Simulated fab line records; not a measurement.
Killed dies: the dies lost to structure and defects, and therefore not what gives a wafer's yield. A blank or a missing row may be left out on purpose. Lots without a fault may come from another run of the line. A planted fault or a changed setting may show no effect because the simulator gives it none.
Matching of chambers :: flow n5Finfet :: N5_BEOL_M0_SAQP_SPACER2_ALD_26 on aldSin-02 has 4 sister chambers
The step deposits SiO2, target thk 15 nm, pulse time 1 s, purge time 2 s. 4 wafers are shown with their chamber, then 9 later ones without.

== WAFERS PAIRED WITH THEIR CHAMBERS ==
wafer: L082.5
chamber: 2
heaterPowerW (W): 438

wafer: L084.4
chamber: 1
heaterPowerW (W): 412

wafer: L087.2
chamber: 3
heaterPowerW (W): 495

wafer: L087.6
chamber: 0
heaterPowerW (W): 479

== WAFERS WITHOUT THEIR CHAMBER ==
wafer: L090.3
heaterPowerW (W): 414

wafer: L090.4
heaterPowerW (W): 460

wafer: L090.5
heaterPowerW (W): 481

wafer: L095.2
heaterPowerW (W): 410

wafer: L095.3
heaterPowerW (W): 475

wafer: L095.4
heaterPowerW (W): 505

wafer: L096.3
heaterPowerW (W): 478

wafer: L096.4
heaterPowerW (W): 468

wafer: L096.5
heaterPowerW (W): 442

== EACH ONE'S CHAMBER ==
wafer: L090.3
from the rows above: 1
in truth: 1

wafer: L090.4
from the rows above: can't be placed: 0 or 2 or 3
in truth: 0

wafer: L090.5
from the rows above: can't be placed: 0 or 3
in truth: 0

wafer: L095.2
from the rows above: 1
in truth: 1

wafer: L095.3
from the rows above: can't be placed: 0 or 3
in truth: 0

wafer: L095.4
from the rows above: can't be placed: 3 or 0
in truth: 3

wafer: L096.3
from the rows above: can't be placed: 0 or 3
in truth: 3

wafer: L096.4
from the rows above: can't be placed: 0 or 3
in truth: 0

wafer: L096.5
from the rows above: 2
in truth: 2
Correct placement for 3 of the 9. Cannot be placed on the basis of these rows: 6; the candidates contain the true chamber in 6. Wrongly placed: 0.
How it was worked out, from the rows above alone: a wafer's distance from a chamber is the root of the sum, over the readings, of the square of ((its reading less the chamber's mean) divided by the reading's scatter). The wafer belongs to the nearest chamber; if the next one is less than 2 further off, it can't be placed. The mean given for a chamber averages the wafers shown for that chamber. The scatter (one wafer shown for each chamber): square how far every hidden wafer sits from the nearest shown wafer, average those squares and take the square root.
